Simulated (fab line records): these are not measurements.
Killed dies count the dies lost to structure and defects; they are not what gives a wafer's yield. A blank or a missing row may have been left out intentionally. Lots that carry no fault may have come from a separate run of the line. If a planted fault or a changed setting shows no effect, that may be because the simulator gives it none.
Chamber matching / flow n5Finfet / rieSi-01 running N5_FIN_SAQP_MANDREL2_REMOVE_60: 4 sister chambers
The step chemistry HBr/Cl2/O2, target a-Si, stops on SiNx, bt time 10 s. 18 wafers are shown with their chamber, then 9 later ones without.

EACH WAFER AND ITS CHAMBER
wafer=L075.1; chamber=2; throttleValvePct (%)=36.48; oesProductAu (a.u.)=1.018; chamberPressureMTorr (mTorr)=9.993
wafer=L075.3; chamber=3; throttleValvePct (%)=36.54; oesProductAu (a.u.)=1.014; chamberPressureMTorr (mTorr)=10.013
wafer=L075.5; chamber=3; throttleValvePct (%)=36.50; oesProductAu (a.u.)=1.013; chamberPressureMTorr (mTorr)=9.996
wafer=L077.2; chamber=3; throttleValvePct (%)=36.52; oesProductAu (a.u.)=1.013; chamberPressureMTorr (mTorr)=10.004
wafer=L077.5; chamber=1; throttleValvePct (%)=37.05; oesProductAu (a.u.)=1.013; chamberPressureMTorr (mTorr)=10.005
wafer=L077.6; chamber=2; throttleValvePct (%)=36.48; oesProductAu (a.u.)=1.024; chamberPressureMTorr (mTorr)=10.001
wafer=L087.1; chamber=2; throttleValvePct (%)=36.46; oesProductAu (a.u.)=1.015; chamberPressureMTorr (mTorr)=9.993
wafer=L087.3; chamber=0; throttleValvePct (%)=36.55; oesProductAu (a.u.)=0.991; chamberPressureMTorr (mTorr)=10.019
wafer=L087.5; chamber=3; throttleValvePct (%)=36.53; oesProductAu (a.u.)=1.017; chamberPressureMTorr (mTorr)=10.006
wafer=L088.1; chamber=3; throttleValvePct (%)=36.54; oesProductAu (a.u.)=1.011; chamberPressureMTorr (mTorr)=10.001
wafer=L088.2; chamber=0; throttleValvePct (%)=36.55; oesProductAu (a.u.)=0.981; chamberPressureMTorr (mTorr)=9.993
wafer=L088.4; chamber=1; throttleValvePct (%)=37.05; oesProductAu (a.u.)=0.994; chamberPressureMTorr (mTorr)=10.014
wafer=L089.2; chamber=0; throttleValvePct (%)=36.57; oesProductAu (a.u.)=0.996; chamberPressureMTorr (mTorr)=10.012
wafer=L089.3; chamber=1; throttleValvePct (%)=37.05; oesProductAu (a.u.)=1.010; chamberPressureMTorr (mTorr)=9.997
wafer=L089.5; chamber=2; throttleValvePct (%)=36.47; oesProductAu (a.u.)=1.016; chamberPressureMTorr (mTorr)=10.001
wafer=L093.4; chamber=1; throttleValvePct (%)=37.06; oesProductAu (a.u.)=0.998; chamberPressureMTorr (mTorr)=10.012
wafer=L093.5; chamber=0; throttleValvePct (%)=36.55; oesProductAu (a.u.)=0.993; chamberPressureMTorr (mTorr)=10.002
wafer=L093.6; chamber=1; throttleValvePct (%)=37.04; oesProductAu (a.u.)=1.007; chamberPressureMTorr (mTorr)=10.007

SIGNATURES (averages over the wafers above)
reading=throttleValvePct; chamber 0=36.5550; chamber 1=37.0500; chamber 2=36.4725; chamber 3=36.5260; scatter within a chamber=0.0116
reading=oesProductAu; chamber 0=0.99025; chamber 1=1.00440; chamber 2=1.01825; chamber 3=1.01360; scatter within a chamber=0.00571
reading=chamberPressureMTorr; chamber 0=10.00650; chamber 1=10.00700; chamber 2=9.99700; chamber 3=10.00400; scatter within a chamber=0.00751
Rule: a wafer's distance from a chamber is the root of the sum, over the readings, of the square of ((its reading less the chamber's mean) divided by the reading's scatter). The wafer belongs to the nearest chamber; if the next one is less than 2 further off, it can't be placed. How the scatter is found: for the shown wafers, subtract from each reading the mean of its chamber, square and add these, divide the total by (wafers less chambers), then take the root.

WAFERS WITHOUT THEIR CHAMBER
wafer=L094.2; throttleValvePct (%)=36.48; oesProductAu (a.u.)=1.030; chamberPressureMTorr (mTorr)=9.996
wafer=L094.3; throttleValvePct (%)=36.56; oesProductAu (a.u.)=0.990; chamberPressureMTorr (mTorr)=9.991
wafer=L094.4; throttleValvePct (%)=36.52; oesProductAu (a.u.)=1.028; chamberPressureMTorr (mTorr)=10.015
wafer=L095.1; throttleValvePct (%)=36.51; oesProductAu (a.u.)=1.020; chamberPressureMTorr (mTorr)=10.018
wafer=L095.4; throttleValvePct (%)=36.48; oesProductAu (a.u.)=1.013; chamberPressureMTorr (mTorr)=10.010
wafer=L095.5; throttleValvePct (%)=36.53; oesProductAu (a.u.)=1.007; chamberPressureMTorr (mTorr)=10.005
wafer=L096.1; throttleValvePct (%)=36.55; oesProductAu (a.u.)=0.983; chamberPressureMTorr (mTorr)=9.997
wafer=L096.2; throttleValvePct (%)=37.04; oesProductAu (a.u.)=1.002; chamberPressureMTorr (mTorr)=10.008
wafer=L096.6; throttleValvePct (%)=37.03; oesProductAu (a.u.)=0.998; chamberPressureMTorr (mTorr)=9.982

THE CHAMBER EACH PASSED THROUGH
wafer=L094.2; from the rows above=2; in truth=2
wafer=L094.3; from the rows above=0; in truth=0
wafer=L094.4; from the rows above=3; in truth=3
wafer=L095.1; from the rows above=can't be placed: 3 or 2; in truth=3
wafer=L095.4; from the rows above=can't be placed: 2 or 3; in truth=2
wafer=L095.5; from the rows above=3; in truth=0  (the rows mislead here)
wafer=L096.1; from the rows above=0; in truth=0
wafer=L096.2; from the rows above=1; in truth=1
wafer=L096.6; from the rows above=1; in truth=1
Correctly placed: 6 of 9. Can't be placed from these rows: 2 (the true chamber is among the candidates in 2). Wrongly placed: 1.
